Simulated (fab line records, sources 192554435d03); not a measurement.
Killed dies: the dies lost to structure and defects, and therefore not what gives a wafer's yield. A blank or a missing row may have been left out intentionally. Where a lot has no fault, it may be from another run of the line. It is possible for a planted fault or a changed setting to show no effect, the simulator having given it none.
Chamber matching / flow n5Finfet / N5_BEOL_M1_DEP_57 on pecvd-01: 3 sister chambers
The step deposits SiCN from 3MS/NH3, target thk 8 nm, time 14 s. 3 wafers are shown with their chamber, then 12 later ones without.

EACH WAFER AND ITS CHAMBER
wafer=L084.2; chamber=2; throttleValvePct (%)=8.4
wafer=L086.1; chamber=1; throttleValvePct (%)=8.8
wafer=L086.6; chamber=0; throttleValvePct (%)=8.3

WAFERS MISSING THEIR CHAMBER
wafer=L089.4; throttleValvePct (%)=8.7
wafer=L089.5; throttleValvePct (%)=8.6
wafer=L089.6; throttleValvePct (%)=8.1
wafer=L091.1; throttleValvePct (%)=8.1
wafer=L091.3; throttleValvePct (%)=8.6
wafer=L091.5; throttleValvePct (%)=8.4
wafer=L092.1; throttleValvePct (%)=8.7
wafer=L092.2; throttleValvePct (%)=8.5
wafer=L092.6; throttleValvePct (%)=8.6
wafer=L095.1; throttleValvePct (%)=8.7
wafer=L095.2; throttleValvePct (%)=8.1
wafer=L095.4; throttleValvePct (%)=8.7

EACH ONE'S CHAMBER
wafer=L089.4; from the rows above=can't be placed: 1 or 2 or 0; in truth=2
wafer=L089.5; from the rows above=can't be placed: 2 or 1 or 0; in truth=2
wafer=L089.6; from the rows above=can't be placed: 0 or 2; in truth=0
wafer=L091.1; from the rows above=can't be placed: 0 or 2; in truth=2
wafer=L091.3; from the rows above=can't be placed: 2 or 1 or 0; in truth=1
wafer=L091.5; from the rows above=can't be placed: 2 or 0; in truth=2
wafer=L092.1; from the rows above=can't be placed: 1 or 2 or 0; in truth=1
wafer=L092.2; from the rows above=can't be placed: 2 or 0 or 1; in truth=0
wafer=L092.6; from the rows above=can't be placed: 2 or 1 or 0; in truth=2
wafer=L095.1; from the rows above=can't be placed: 1 or 2 or 0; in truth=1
wafer=L095.2; from the rows above=can't be placed: 0 or 2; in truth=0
wafer=L095.4; from the rows above=can't be placed: 1 or 2 or 0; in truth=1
0 of 12 placed correctly. Not placeable from these rows: 12 (in 12, the candidates include the true chamber). Number placed wrongly: 0.
How it was worked out, from the rows above alone: a wafer's distance from a chamber is the root of the sum, over the readings, of the square of ((its reading less the chamber's mean) divided by the reading's scatter). The wafer belongs to the nearest chamber; if the next one is less than 2 further off, it can't be placed. For every chamber, the mean is computed from those of its wafers that are shown. The scatter: root of mean squared gap, hidden wafer to nearest shown wafer, with one shown wafer a chamber.
